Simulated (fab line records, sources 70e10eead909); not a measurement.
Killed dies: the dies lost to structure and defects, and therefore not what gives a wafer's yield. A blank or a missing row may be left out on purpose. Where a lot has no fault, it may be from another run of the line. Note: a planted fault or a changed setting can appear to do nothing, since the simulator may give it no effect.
Matching of chambers	flow nand harc	4 sister chambers for NHARC_A_M1_DESCUM_14 on rie diel-11
The step chemistry O2, time 3 s. 8 wafers are shown with their chamber, then 9 later ones without.

== WAFERS PAIRED WITH THEIR CHAMBERS ==
wafer	chamber	drypump motor current A (A)	oes product au (a.u.)
L087.3	2	5.4	1.000
L087.4	3	5.4	1.002
L088.2	1	6.1	0.995
L088.4	0	5.9	1.003
L088.5	3	5.4	1.011
L091.2	1	6.1	0.989
L091.3	0	5.8	0.994
L091.4	2	5.4	1.001

== WAFERS WITH NO CHAMBER GIVEN ==
wafer	drypump motor current A (A)	oes product au (a.u.)
L090.1	6.1	0.996
L090.2	5.4	0.991
L090.3	5.9	1.012
L095.1	5.4	0.994
L095.2	5.9	1.000
L095.4	6.1	1.000
L094.2	5.8	1.007
L094.4	5.4	1.005
L094.5	5.4	1.009

== THE CHAMBER EACH PASSED THROUGH ==
wafer	from the rows above	in truth
L090.1	1	1
L090.2	can't be placed: 2 or 3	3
L090.3	0	0
L095.1	can't be placed: 2 or 3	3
L095.2	0	0
L095.4	1	1
L094.2	0	0
L094.4	can't be placed: 3 or 2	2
L094.5	can't be placed: 3 or 2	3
Placed correctly: 5 of 9. Not placeable from these rows: 4 (in 4, the candidates include the true chamber). 0 placed wrongly.
How it was worked out, from the rows above alone: a wafer's distance from a chamber is the root of the sum, over the readings, of the square of ((its reading less the chamber's mean) divided by the reading's scatter). If the next closest chamber is less than 2 further off than the closest, the wafer can't be placed; otherwise it belongs to the closest. Each chamber's mean is taken over the wafers shown for it. How the scatter is found: for the shown wafers, subtract from each reading the mean of its chamber, square and add these, divide the total by (wafers less chambers), then take the root.
